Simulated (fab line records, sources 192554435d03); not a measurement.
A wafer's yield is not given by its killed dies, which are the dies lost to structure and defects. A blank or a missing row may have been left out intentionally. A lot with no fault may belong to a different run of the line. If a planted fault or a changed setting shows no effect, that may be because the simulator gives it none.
Chamber matching :: flow n5-finfet :: N5_BEOL_M10_STRIP_19 on rie-diel-01 has 4 sister chambers
The step strips in O2. 4 wafers are shown with their chamber, then 7 later ones without.

== EACH WAFER AND ITS CHAMBER ==
wafer: L084.2
chamber: 1
showerhead-plenum-p-Torr (Torr): 2.14

wafer: L084.4
chamber: 0
showerhead-plenum-p-Torr (Torr): 2.00

wafer: L085.1
chamber: 3
showerhead-plenum-p-Torr (Torr): 2.11

wafer: L085.4
chamber: 2
showerhead-plenum-p-Torr (Torr): 2.12

== WAFERS WHOSE CHAMBER IS MISSING ==
wafer: L085.5
showerhead-plenum-p-Torr (Torr): 2.13

wafer: L087.4
showerhead-plenum-p-Torr (Torr): 2.12

wafer: L087.5
showerhead-plenum-p-Torr (Torr): 2.11

wafer: L087.6
showerhead-plenum-p-Torr (Torr): 2.13

wafer: L088.2
showerhead-plenum-p-Torr (Torr): 2.12

wafer: L088.4
showerhead-plenum-p-Torr (Torr): 2.13

wafer: L088.6
showerhead-plenum-p-Torr (Torr): 2.11

== WHICH CHAMBER EACH ONE RAN IN ==
wafer: L085.5
from the rows above: can't be placed: 2 or 1 or 3
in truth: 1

wafer: L087.4
from the rows above: can't be placed: 2 or 3
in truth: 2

wafer: L087.5
from the rows above: can't be placed: 3 or 2
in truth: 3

wafer: L087.6
from the rows above: can't be placed: 2 or 1 or 3
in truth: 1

wafer: L088.2
from the rows above: can't be placed: 2 or 3
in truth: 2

wafer: L088.4
from the rows above: can't be placed: 2 or 1 or 3
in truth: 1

wafer: L088.6
from the rows above: can't be placed: 3 or 2
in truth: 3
0 of 7 placed correctly. Can't be placed from these rows: 7 (the true chamber is among the candidates in 7). 0 placed wrongly.
How it was worked out, from the rows above alone: a wafer's distance from a chamber is the root of the sum, over the readings, of the square of ((its reading less the chamber's mean) divided by the reading's scatter). If the next closest chamber is less than 2 further off than the closest, the wafer can't be placed; otherwise it belongs to the closest. The mean given for a chamber averages the wafers shown for that chamber. The scatter: with one shown wafer a chamber, the root of the mean of the squares of how far each hidden wafer lies from its nearest shown one.
